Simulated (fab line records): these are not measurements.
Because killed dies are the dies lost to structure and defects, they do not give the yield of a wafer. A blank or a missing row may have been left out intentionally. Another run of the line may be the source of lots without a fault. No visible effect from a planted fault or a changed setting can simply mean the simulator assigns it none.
Chamber matching :: flow nandHarc :: NHARC_P_M2_ETCH_35 on rieDiel-05 has 4 sister chambers
The step etches the open film in N2/H2, target depth 40 nm, overetch 12 nm, time 43.94 s. 14 wafers are shown with their chamber, then 7 later ones without.

WAFERS PAIRED WITH THEIR CHAMBERS
wafer: L762.2
chamber: 3
drypumpMotorCurrentA (A): 6.5
rfVppV (V): 437.0
oesProductAu (a.u.): 1.010

wafer: L762.5
chamber: 3
drypumpMotorCurrentA (A): 6.4
rfVppV (V): 433.3
oesProductAu (a.u.): 1.009

wafer: L762.6
chamber: 2
drypumpMotorCurrentA (A): 5.5
rfVppV (V): 429.0
oesProductAu (a.u.): 0.994

wafer: L765.3
chamber: 1
drypumpMotorCurrentA (A): 6.0
rfVppV (V): 429.7
oesProductAu (a.u.): 1.019

wafer: L765.5
chamber: 0
drypumpMotorCurrentA (A): 6.1
rfVppV (V): 430.6
oesProductAu (a.u.): 1.012

wafer: L765.6
chamber: 1
drypumpMotorCurrentA (A): 5.9
rfVppV (V): 430.9
oesProductAu (a.u.): 1.018

wafer: L768.2
chamber: 1
drypumpMotorCurrentA (A): 5.9
rfVppV (V): 431.8
oesProductAu (a.u.): 1.005

wafer: L768.5
chamber: 3
drypumpMotorCurrentA (A): 6.5
rfVppV (V): 434.8
oesProductAu (a.u.): 1.001

wafer: L768.6
chamber: 1
drypumpMotorCurrentA (A): 6.0
rfVppV (V): 431.3
oesProductAu (a.u.): 1.003

wafer: L776.2
chamber: 0
drypumpMotorCurrentA (A): 6.1
rfVppV (V): 431.1
oesProductAu (a.u.): 1.021

wafer: L776.4
chamber: 2
drypumpMotorCurrentA (A): 5.4
rfVppV (V): 429.5
oesProductAu (a.u.): 1.006

wafer: L776.6
chamber: 3
drypumpMotorCurrentA (A): 6.5
rfVppV (V): 435.0
oesProductAu (a.u.): 1.005

wafer: L775.1
chamber: 1
drypumpMotorCurrentA (A): 5.9
rfVppV (V): 429.3
oesProductAu (a.u.): 1.013

wafer: L775.5
chamber: 2
drypumpMotorCurrentA (A): 5.5
rfVppV (V): 429.3
oesProductAu (a.u.): 1.009

SIGNATURES (means of the wafers above)
reading: drypumpMotorCurrentA
chamber 0: 6.100
chamber 1: 5.940
chamber 2: 5.467
chamber 3: 6.475
scatter within a chamber: 0.0512

reading: rfVppV
chamber 0: 430.850
chamber 1: 430.600
chamber 2: 429.267
chamber 3: 435.025
scatter within a chamber: 1.08

reading: oesProductAu
chamber 0: 1.01650
chamber 1: 1.01160
chamber 2: 1.00300
chamber 3: 1.00625
scatter within a chamber: 0.00658
Rule: distance of a wafer from a chamber = root of the sum over the readings of ((wafer's reading minus chamber's mean) / reading's scatter) squared. The wafer belongs to the nearest chamber; if the next one is less than 2 further off, it can't be placed. The scatter: take each reading less its chamber's mean, square it, sum over the shown wafers, divide by the number of wafers less the number of chambers, and take the root.

WAFERS WITH NO CHAMBER GIVEN
wafer: L775.6
drypumpMotorCurrentA (A): 6.4
rfVppV (V): 435.5
oesProductAu (a.u.): 1.000

wafer: L778.1
drypumpMotorCurrentA (A): 6.0
rfVppV (V): 431.4
oesProductAu (a.u.): 1.007

wafer: L778.2
drypumpMotorCurrentA (A): 6.5
rfVppV (V): 434.4
oesProductAu (a.u.): 1.005

wafer: L778.3
drypumpMotorCurrentA (A): 5.5
rfVppV (V): 428.7
oesProductAu (a.u.): 1.006

wafer: L779.1
drypumpMotorCurrentA (A): 6.1
rfVppV (V): 429.7
oesProductAu (a.u.): 1.012

wafer: L779.3
drypumpMotorCurrentA (A): 6.4
rfVppV (V): 434.7
oesProductAu (a.u.): 1.011

wafer: L779.4
drypumpMotorCurrentA (A): 5.5
rfVppV (V): 429.0
oesProductAu (a.u.): 0.998

EACH ONE'S CHAMBER
wafer: L775.6
from the rows above: 3
in truth: 3

wafer: L778.1
from the rows above: can't be placed: 1 or 0
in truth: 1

wafer: L778.2
from the rows above: 3
in truth: 3

wafer: L778.3
from the rows above: 2
in truth: 2

wafer: L779.1
from the rows above: can't be placed: 0 or 1
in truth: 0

wafer: L779.3
from the rows above: 3
in truth: 3

wafer: L779.4
from the rows above: 2
in truth: 2
Correctly placed: 5 of 7. Can't be placed from these rows: 2 (the true chamber is among the candidates in 2). Placed wrongly: 0.
